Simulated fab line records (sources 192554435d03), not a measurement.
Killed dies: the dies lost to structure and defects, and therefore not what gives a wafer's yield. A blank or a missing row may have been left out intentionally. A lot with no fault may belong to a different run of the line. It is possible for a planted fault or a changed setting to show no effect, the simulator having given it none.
Which of the tools did it? :: flow n5Finfet :: at 1 step of a route of 1938, 12 lots with 36 wafers sampled

== WHAT THE GAUGES SHOWED, per wafer ==
N5_BEOL_M2_INSPECT_13: inspects for defects (brightfield).
lot: L075
measured: day 6 18:32
on: defectInspect-02
rawDefectCount: 276 301 304

lot: L077
measured: day 7 20:11
on: defectInspect-02
rawDefectCount: 264 282 220

lot: L079
measured: day 8 07:41
on: defectInspect-02
rawDefectCount: 258 309 271

lot: L081
measured: day 8 11:05
on: defectInspect-01
rawDefectCount: 463 331 298

lot: L083
measured: day 8 15:07
on: defectInspect-01
rawDefectCount: 322 461 471

lot: L085
measured: day 9 16:50
on: defectInspect-01
rawDefectCount: 323 339 281

lot: L087
measured: day 10 05:19
on: defectInspect-01
rawDefectCount: 282 311 346

lot: L089
measured: day 10 12:20
on: defectInspect-01
rawDefectCount: 297 364 299

lot: L091
measured: day 11 00:27
on: defectInspect-02
rawDefectCount: 484 541 434

lot: L093
measured: day 11 05:11
on: defectInspect-02
rawDefectCount: 467 454 552

lot: L095
measured: day 12 02:57
on: defectInspect-01
rawDefectCount: 524 416 324

lot: L097
measured: day 12 13:37
on: defectInspect-02
rawDefectCount: 267 331 373

== TOOL THAT RAN EACH LOT (tool first, then ch and the chambers of the sampled wafers, then the start) ==
The record holds no process step before these readings.

== THE ANSWER, worked out from the rows above alone ==
Rule: usual is defined by the lots themselves. The widest of any qualifying gaps counts: lots, ordered by their means at a reading, are off when they make up no more than a third of the lots, leave a main group of 4 or more, and stand apart from it by 3 or more times the standard deviation of that group's means. Not used: any main group whose means are identical at the precision the tables above print for the reading. A lot without any number at a reading at which 4 lots or more have one is off too. Any other lot the step has rows for is counted as sound.
None of the lots is off at any reading shown; this tells nothing.

== WHAT THE SIMULATOR HAD PUT IN ==
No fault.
